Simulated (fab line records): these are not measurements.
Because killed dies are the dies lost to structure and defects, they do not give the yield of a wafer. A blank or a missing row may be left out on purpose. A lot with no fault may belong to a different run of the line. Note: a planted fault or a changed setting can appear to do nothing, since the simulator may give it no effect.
What tool caused it?    flow n5Finfet    Sampling: 14 lots, 42 wafers, 7 of 1938 route steps

== WHAT THE GAUGES SHOWED, per wafer ==
N5_SD_EPI_P_EPI_MEAS_23.
lot   measured     on            thkNm (nm)
L350  day 3 14:22  filmMetro-02  60.7 62.0 63.8
L351  day 3 16:28  filmMetro-02  61.6 58.5 60.5
L352  day 3 23:05  filmMetro-02  61.3 58.4 59.1
L353  day 4 03:14  filmMetro-02  61.7 59.1 59.8
L354  day 4 10:39  filmMetro-02  62.1 61.8 63.4
L357  day 5 04:58  filmMetro-01  60.6 59.8 59.6
L358  day 5 10:07  filmMetro-02  60.8 60.4 60.2
L363  day 6 17:01  filmMetro-01  94.1 95.1 91.7
L364  day 7 01:28  filmMetro-01  61.0 61.9 61.7
L365  day 7 04:01  filmMetro-02  90.2 93.4 90.9
L368  day 8 01:54  filmMetro-01  60.6 61.5 61.5
L370  day 8 13:11  filmMetro-02  60.0 59.3 61.1
L371  day 8 15:16  filmMetro-01  60.6 60.9 61.8
L373  day 9 03:29  filmMetro-02  59.5 60.9 60.1

N5_SD_ACTIVATION_RS_MEAS_03: the measuring method here is four-point-probe.
lot   measured     on            RS_SD_N (ohm/sq)   RS_SD_P (ohm/sq)
L350  day 3 15:04  filmMetro-02  21.76 21.72 21.40  56.1 55.9 56.3
L351  day 3 17:19  filmMetro-02  21.96 22.28 22.25  56.5 57.1 56.3
L352  day 3 23:56  filmMetro-02  22.09 21.76 21.83  56.6 57.9 56.7
L353  day 4 04:20  filmMetro-02  21.63 21.57 21.41  56.6 57.5 57.6
L354  day 4 11:15  filmMetro-02  22.06 22.03 21.85  54.6 54.5 54.4
L357  day 5 05:46  filmMetro-01  21.85 21.77 21.90  58.3 56.6 57.7
L358  day 5 10:43  filmMetro-01  22.39 21.88 22.10  56.5 55.4 55.6
L363  day 6 17:40  filmMetro-01  21.63 21.91 21.61  37.5 37.6 37.9
L364  day 7 02:17  filmMetro-02  21.70 21.60 21.65  55.2 55.0 55.1
L365  day 7 04:38  filmMetro-02  21.34 21.64 21.41  36.9 37.0 36.9
L368  day 8 02:56  filmMetro-01  21.84 21.91 22.21  56.5 56.5 55.0
L370  day 8 13:49  filmMetro-01  21.68 21.96 22.30  56.0 56.7 56.6
L371  day 8 15:59  filmMetro-02  21.96 22.07 21.80  56.6 57.0 56.4
L373  day 9 04:09  filmMetro-02  21.96 21.37 22.08  56.4 56.5 56.2

N5_SD_ACTIVATION_INSPECT_02: inspects for defects (darkfield).
lot   measured     on                rawDefectCount
L350  day 3 15:22  defectInspect-01  159 162 142
L351  day 3 17:38  defectInspect-01  248 236 233
L352  day 4 00:14  defectInspect-02  197 302 178
L353  day 4 04:38  defectInspect-02  174 153 125
L354  day 4 11:35  defectInspect-02  135 189 194
L357  day 5 06:04  defectInspect-02  175 207 196
L358  day 5 11:02  defectInspect-02  146 121 120
L363  day 6 17:59  defectInspect-01  200 239 181
L364  day 7 02:36  defectInspect-02  163 182 146
L365  day 7 04:58  defectInspect-01  162 172 142
L368  day 8 03:14  defectInspect-02  171 205 187
L370  day 8 14:08  defectInspect-01  174 154 144
L371  day 8 16:17  defectInspect-01  210 227 153
L373  day 9 04:26  defectInspect-02  235 223 272

N5_BEOL_M4_RC_MEAS_101.
lot   measured      on         DIBL_N (mV/V)   DIBL_P (mV/V)   IOFF_N (nA/um)     IOFF_P (nA/um)     ION_N (uA/um)  ION_P (uA/um)  REXT_P (ohm.um)    RS_SD_P (ohm/sq)  SS_N (mV/dec)   SS_P (mV/dec)   VT_N (mV)          VT_P (mV)             VT_P_LVT (mV)
L350  day 7 19:00   prober-01  34.3 35.3 36.3  34.3 34.4 35.6  0.147 0.144 0.168  0.183 0.182 0.192  673 667 679    460 455 460    100.4 99.0 99.9    65.9 65.6 66.6    71.0 71.3 72.2  73.4 73.5 73.1  249.2 251.0 247.8  -253.5 -253.1 -251.2  -100.0 -101.1 -100.4
L351  day 8 13:32   prober-01  38.2 37.7 39.7  38.3 36.9 38.2  0.174 0.154 0.195  0.251 0.215 0.248  683 675 675    471 464 465    99.4 101.5 101.4   64.9 66.8 66.4    72.4 72.0 72.0  73.7 73.3 73.9  248.6 250.5 248.5  -245.4 -246.7 -249.7  -96.3 -97.9 -97.3
L352  day 8 18:29   prober-01  34.7 35.4 35.9  35.4 35.5 36.0  0.147 0.154 0.162  0.193 0.193 0.212  674 673 676    461 457 463    103.8 105.0 104.3  66.5 68.2 67.1    70.8 71.6 71.6  72.1 73.2 72.9  249.7 250.8 249.0  -250.8 -250.3 -249.7  -98.1 -98.2 -97.0
L353  day 8 15:43   prober-02  37.4 37.2 37.6  37.7 36.4 37.6  0.176 0.156 0.172  0.234 0.216 0.230  681 669 673    472 460 465    101.6 102.9 104.2  66.1 66.7 67.2    71.2 71.7 71.4  74.2 74.4 73.6  245.6 251.1 246.3  -246.2 -246.7 -246.6  -96.1 -96.0 -95.2
L354  day 8 21:04   prober-02  37.4 35.2 37.5  38.7 35.6 38.4  0.190 0.150 0.201  0.217 0.176 0.208  691 671 688    466 457 466    101.6 101.2 101.4  64.4 65.0 65.4    71.3 70.5 71.4  72.6 72.5 72.7  247.0 248.2 245.2  -251.9 -253.0 -251.5  -98.3 -100.4 -98.4
L357  day 9 22:33   prober-01  37.1 35.9 36.6  35.6 34.0 34.4  0.154 0.139 0.144  0.203 0.198 0.193  673 677 665    460 469 468    103.0 102.2 102.7  67.8 67.1 66.9    71.1 70.9 70.8  73.5 72.5 72.9  250.1 249.1 248.3  -250.2 -248.9 -249.8  -98.9 -97.9 -98.5
L358  day 10 01:46  prober-01  35.9 35.3 35.4  37.6 36.3 35.6  0.178 0.157 0.154  0.229 0.213 0.201  687 672 679    463 461 461    100.7 98.6 97.5    65.9 66.1 65.6    71.1 70.7 70.4  73.7 73.3 73.0  248.4 251.2 248.0  -251.9 -250.3 -248.6  -95.8 -95.6 -97.3
L363  day 11 20:33  prober-01  34.9 36.3 35.6  35.2 37.1 36.3  0.158 0.175 0.160  0.237 0.267 0.249  677 687 682    473 484 476    95.1 95.3 96.5     43.4 43.6 44.2    71.9 71.6 71.2  73.0 73.6 73.1  249.8 248.8 248.1  -245.8 -242.9 -243.5  -93.0 -92.3 -93.4
L364  day 11 09:58  prober-01  36.1 36.5 36.4  35.9 35.2 35.9  0.178 0.171 0.180  0.230 0.226 0.238  679 679 681    475 467 464    97.7 97.3 97.3     65.2 65.1 65.0    72.0 71.3 71.5  74.0 73.6 73.9  245.3 245.6 246.9  -247.7 -244.8 -247.4  -98.4 -97.5 -97.3
L365  day 11 20:47  prober-02  35.1 38.3 39.6  33.7 38.1 38.8  0.132 0.192 0.220  0.246 0.326 0.349  677 686 697    478 487 493    92.2 92.3 93.6     43.8 43.2 43.5    70.5 72.5 72.0  72.9 73.9 74.3  249.9 246.7 242.6  -240.1 -240.0 -239.5  -90.4 -87.7 -86.8
L368  day 12 19:37  prober-02  35.0 35.2 38.0  34.3 34.6 37.7  0.146 0.144 0.191  0.194 0.202 0.251  679 667 679    467 462 467    96.0 95.8 95.6     65.9 66.2 65.3    70.6 70.2 70.8  72.6 72.6 73.4  249.2 249.8 243.9  -249.9 -249.2 -248.9  -99.6 -98.4 -95.8
L370  day 13 08:55  prober-02  36.2 33.3 35.4  37.0 34.4 36.0  0.155 0.112 0.134  0.210 0.168 0.185  681 667 676    465 460 465    99.7 100.6 101.0   66.2 66.8 66.5    71.0 70.5 71.1  72.6 72.3 72.1  248.7 252.3 250.8  -248.2 -251.6 -252.4  -98.6 -101.0 -100.7
L371  day 13 12:47  prober-01  36.7 34.1 34.5  38.9 35.2 36.2  0.172 0.128 0.141  0.245 0.191 0.199  678 662 671    468 462 461    102.2 100.9 101.8  66.6 66.6 67.5    71.2 70.9 70.6  73.8 72.5 73.5  248.6 250.9 251.8  -249.6 -248.4 -251.2  -96.7 -99.1 -99.4
L373  day 14 01:29  prober-01  36.2 35.2 37.5  36.6 34.4 37.0  0.155 0.125 0.157  0.221 0.181 0.228  673 660 673    465 451 460    100.8 101.3 101.1  65.7 66.0 66.0    71.6 70.8 71.8  74.1 73.0 74.3  250.7 253.3 250.6  -249.9 -250.6 -249.8  -98.0 -101.5 -98.6

== WHAT TOOL EACH LOT RAN ON (gives the tool, then ch and the chambers of the sampled wafers, and finally the start) ==
lot   N5_SD_EPI_N_LINER_46             N5_SD_EPI_P_STRIP_40                N5_SD_EPI_P_EPI_21
L350  aldSin-02 ch 0,1,3, day 3 10:04  plasmaAsher-01 ch 0,1, day 3 11:38  epiRpcvd-04 ch 0, day 3 12:31
L351  aldSin-03 ch 0,2, day 3 12:09    plasmaAsher-01 ch 0, day 3 13:44    epiRpcvd-03 ch 0, day 3 14:15
L352  aldSin-03 ch 0,3, day 3 17:56    plasmaAsher-01 ch 0,1, day 3 19:31  epiRpcvd-01 ch 0, day 3 21:08
L353  aldSin-03 ch 0,1,2, day 3 22:57  plasmaAsher-01 ch 0,1, day 4 00:31  epiRpcvd-01 ch 0, day 4 01:24
L354  aldSin-03 ch 0,1,3, day 4 06:22  plasmaAsher-01 ch 0,1, day 4 07:56  epiRpcvd-04 ch 0, day 4 08:27
L357  aldSin-04 ch 0,2,3, day 4 23:50  plasmaAsher-01 ch 0,1, day 5 01:26  epiRpcvd-03 ch 0, day 5 03:01
L358  aldSin-03 ch 0,2, day 5 05:50    plasmaAsher-02 ch 0,1, day 5 07:24  epiRpcvd-04 ch 0, day 5 07:55
L363  aldSin-02 ch 0,1,2, day 6 12:43  plasmaAsher-01 ch 0,1, day 6 14:18  epiRpcvd-03 ch 0, day 6 14:49
L364  aldSin-03 ch 0,1,3, day 6 21:03  plasmaAsher-02 ch 0,1, day 6 22:45  epiRpcvd-01 ch 0, day 6 23:38
L365  aldSin-02 ch 2,3, day 6 23:50    plasmaAsher-01 ch 0,1, day 7 01:17  epiRpcvd-03 ch 0, day 7 01:49
L368  aldSin-02 ch 1,3, day 7 21:37    plasmaAsher-02 ch 0,1, day 7 23:11  epiRpcvd-01 ch 0, day 8 00:04
L370  aldSin-04 ch 1,2,3, day 8 09:02  plasmaAsher-02 ch 0,1, day 8 10:29  epiRpcvd-04 ch 0, day 8 10:59
L371  aldSin-03 ch 0,1,3, day 8 10:08  plasmaAsher-01 ch 1, day 8 11:40    epiRpcvd-01 ch 0, day 8 12:49
L373  aldSin-03 ch 0,2, day 8 23:02    plasmaAsher-01 ch 0,1, day 9 00:30  epiRpcvd-01 ch 0, day 9 01:43
- N5_SD_EPI_N_LINER_46: material SiNx, target thk 3 nm.
- N5_SD_EPI_P_STRIP_40: strips in N2/H2.
- N5_SD_EPI_P_EPI_21: deposits SiGe:B, time 355 s.

== AS READ BY THE TOOLS THEMSELVES (means over the sampled wafers that have a number; for cases with no such wafer, the mark the record gives instead) ==
N5_SD_EPI_N_LINER_46.
lot   tool       heaterPowerW (W)
L350  aldSin-02  853
L351  aldSin-03  751
L352  aldSin-03  792
L353  aldSin-03  788
L354  aldSin-03  808
L357  aldSin-04  831
L358  aldSin-03  732
L363  aldSin-02  812
L364  aldSin-03  794
L365  aldSin-02  883
L368  aldSin-02  928
L370  aldSin-04  867
L371  aldSin-03  801
L373  aldSin-03  736

N5_SD_EPI_P_STRIP_40.
lot   tool            drypumpMotorCurrentA (A)  heaterPowerW (W)  oesProductAu (a.u.)
L350  plasmaAsher-01  5.8                       349               0.753
L351  plasmaAsher-01  6.6                       385               0.759
L352  plasmaAsher-01  5.8                       341               0.764
L353  plasmaAsher-01  6.2                       364               0.769
L354  plasmaAsher-01  6.2                       367               0.761
L357  plasmaAsher-01  6.2                       363               0.775
L358  plasmaAsher-02  5.9                       380               0.766
L363  plasmaAsher-01  6.2                       355               0.763
L364  plasmaAsher-02  6.0                       386               0.746
L365  plasmaAsher-01  6.2                       363               0.764
L368  plasmaAsher-02  5.9                       385               0.768
L370  plasmaAsher-02  5.7                       386               0.770
L371  plasmaAsher-01  5.5                       325               0.764
L373  plasmaAsher-01  5.9                       334               0.763

== THE ANSWER, worked out from the rows above alone ==
Rule: usual is defined by the lots themselves. Put in order of their means at a reading, lots are off if they are a third of the lots or fewer, leave a main group of 4 or more, and stand apart from it by a gap of 3 or more times the standard deviation of the main group's means; of several such gaps the widest counts. A main group whose means are all the same, to the digits that the tables above print for the reading, isn't used. Also off: a lot with no number at a reading for which 4 or more lots have one. Where the step has rows for the other lots, those lots are counted as sound. First the gauges in route order, then the tools' own readings, where a lot's mean is used as printed above. The first step at which some lot is off is used, and at that step the reading that is off furthest; a lot without a number counts as furthest.
Off: L363, L365 (N5_SD_EPI_P_EPI_MEAS_23, thkNm). Main group: mean 60.8 nm, sd 0.87.
If a tool, at a process step before that reading, ran all the lots that are off and no sound lot after the first of them, it fits. Not tried: the gauges at N5_SD_EPI_P_EPI_MEAS_23; whatever is off there is also off at N5_BEOL_M4_RC_MEAS_101, on other tools, and gauge error can't account for it. One fits: N5_SD_EPI_P_EPI_21 on epiRpcvd-03. Its last sound lot is L357 (day 5 03:01), its first lot that is off L363 (day 6 14:49): a fault that began between those two fits.

== WHAT THE SIMULATOR HAD PUT IN ==
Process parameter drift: epiRpcvd-03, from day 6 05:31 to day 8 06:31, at N5_SD_EPI_P_EPI_21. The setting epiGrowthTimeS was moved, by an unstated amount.
Shown lots that were struck: L363, L365. The rule above found the same.
